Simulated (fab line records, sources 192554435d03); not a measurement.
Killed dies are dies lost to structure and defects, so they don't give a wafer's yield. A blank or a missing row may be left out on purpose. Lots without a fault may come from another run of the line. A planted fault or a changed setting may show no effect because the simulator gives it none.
Split-lot experiment | flow n5_finfet | 7 lots, 21 wafers read, on a route of 1938 steps

THE SPLIT
At N5_BEOL_M14_TRENCH_ETCH_34 (etches SiO2 in C4F8/O2/Ar, target depth 556.65 nm, time 126.9 s), the setting time_s was moved away from the recipe's 126.9 s on 6 of the 21 wafers read, by -17.7% to -9.5%. The other wafers ran this setting at the recipe's value.

FROM THE SPLIT TO THE READING: what the file shows between them, 1 step
- N5_BEOL_M14_STRIP_70: strips in C4F8/O2/Ar

THE READING
trench_depth_nm, in nm, at N5_BEOL_M14_OCD_MEAS_35. Fault-free wafers of this fab line usually give 551 nm, standard deviation 15 nm.

wafer  | tool, chamber at the split | time_s as run, s | against the recipe | trench_depth_nm, nm | against lot-mates on the recipe
L074.2 | rie_diel-03, 2             | 105.7            | -16.7%             | 467                 | no lot-mate on the recipe
L074.5 | rie_diel-03, 2             | 105.7            | -16.7%             | 471                 | no lot-mate on the recipe
L074.6 | rie_diel-03, 1             | 105.7            | -16.7%             | 485                 | no lot-mate on the recipe
L077.1 | rie_diel-06, 2             | 126.9            | recipe             | 552                 | -
L077.4 | rie_diel-06, 1             | 126.9            | recipe             | 560                 | -
L077.5 | rie_diel-06, 2             | 126.9            | recipe             | 553                 | -
L080.2 | rie_diel-01, 0             | 126.9            | recipe             | 541                 | -
L080.5 | rie_diel-01, 3             | 126.9            | recipe             | 556                 | -
L080.6 | rie_diel-01, 1             | 126.9            | recipe             | 575                 | -
L085.1 | rie_diel-06, 1             | 126.9            | recipe             | 560                 | -
L085.4 | rie_diel-06, 3             | 104.4            | -17.7%             | 455                 | -105
L085.5 | rie_diel-06, 1             | 104.4            | -17.7%             | 457                 | -103
L087.2 | rie_diel-03, 3             | 126.9            | recipe             | 532                 | -
L087.3 | rie_diel-03, 1             | 126.9            | recipe             | 576                 | -
L087.6 | rie_diel-03, 3             | 126.9            | recipe             | 531                 | -
L091.1 | rie_diel-01, 3             | 114.8            | -9.5%              | 495                 | -68
L091.3 | rie_diel-01, 2             | 126.9            | recipe             | 554                 | -
L091.6 | rie_diel-01, 1             | 126.9            | recipe             | 571                 | -
L095.1 | rie_diel-03, 3             | 126.9            | recipe             | 531                 | -
L095.4 | rie_diel-03, 0             | 126.9            | recipe             | 555                 | -
L095.5 | rie_diel-03, 1             | 126.9            | recipe             | 583                 | -

THE FIT
A straight line over all 21 wafers: trench_depth_nm changes by +5.22 nm for each +1% of time_s; r = +0.94; the points scatter about the line by 15 nm.
The same after taking each lot's own level away (the mean of its wafers on the recipe; 18 wafers): +6 nm for each +1%; r = +0.93; scatter 15 nm.
On that fit, the largest move of time_s shifts the reading by 1.1e+02 nm.
The lots' own levels span 546.3 to 562.5 nm, that is 1.1 times the standard deviation above.
So the lot-to-lot level changes the slope: the two fits differ.
Check: with one of the wafers moved furthest among these (-17.7%) left out of the fit, the line predicts -108 nm for it against its lot-mates. It came out at -105 nm against them.

OTHER SPLITS ON THESE WAFERS
These wafers also went through other splits before the reading. Each is held against what the fit with the lots' levels taken away leaves over:
other split on the same wafers        | wafers away from the commonest value | r with trench_depth_nm (lot level and that fit taken away)
N5_BEOL_M11_VIA_ETCH_34 time_s        | 6                                    | +0.10
N5_BEOL_M11_TRENCH_ETCH_37 bias_w     | 8                                    | +0.25
N5_BEOL_M13_EXPOSE_25 dose_mj         | 10                                   | -0.49
N5_BEOL_M13_DEVELOP_27 develop_time_s | 9                                    | +0.27
N5_BEOL_M13_DESCUM_33 time_s          | 7                                    | +0.13
N5_BEOL_M13_TRENCH_ETCH_34 time_s     | 7                                    | -0.07

THE WHOLE CHAIN: every reading that the file lists as answering this split, in the file's order
step                       | what it does                                                    | reading                                                        | change (the file's fit)              | r (the file's)
N5_BEOL_M14_TRENCH_ETCH_34 | etches SiO2 in C4F8/O2/Ar, target depth 556.65 nm, time 126.9 s | etch.depth_nm (the simulator's own value, which no gauge read) | +6.14 nm for each +1% of the setting | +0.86
N5_BEOL_M14_OCD_MEAS_35    |                                                                 | trench_depth_nm                                                | +6.15 nm for each +1% of the setting | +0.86

THE FILE'S OWN FIT
trench_depth_nm changes by +6.15 nm for each +1% of time_s, r = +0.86.
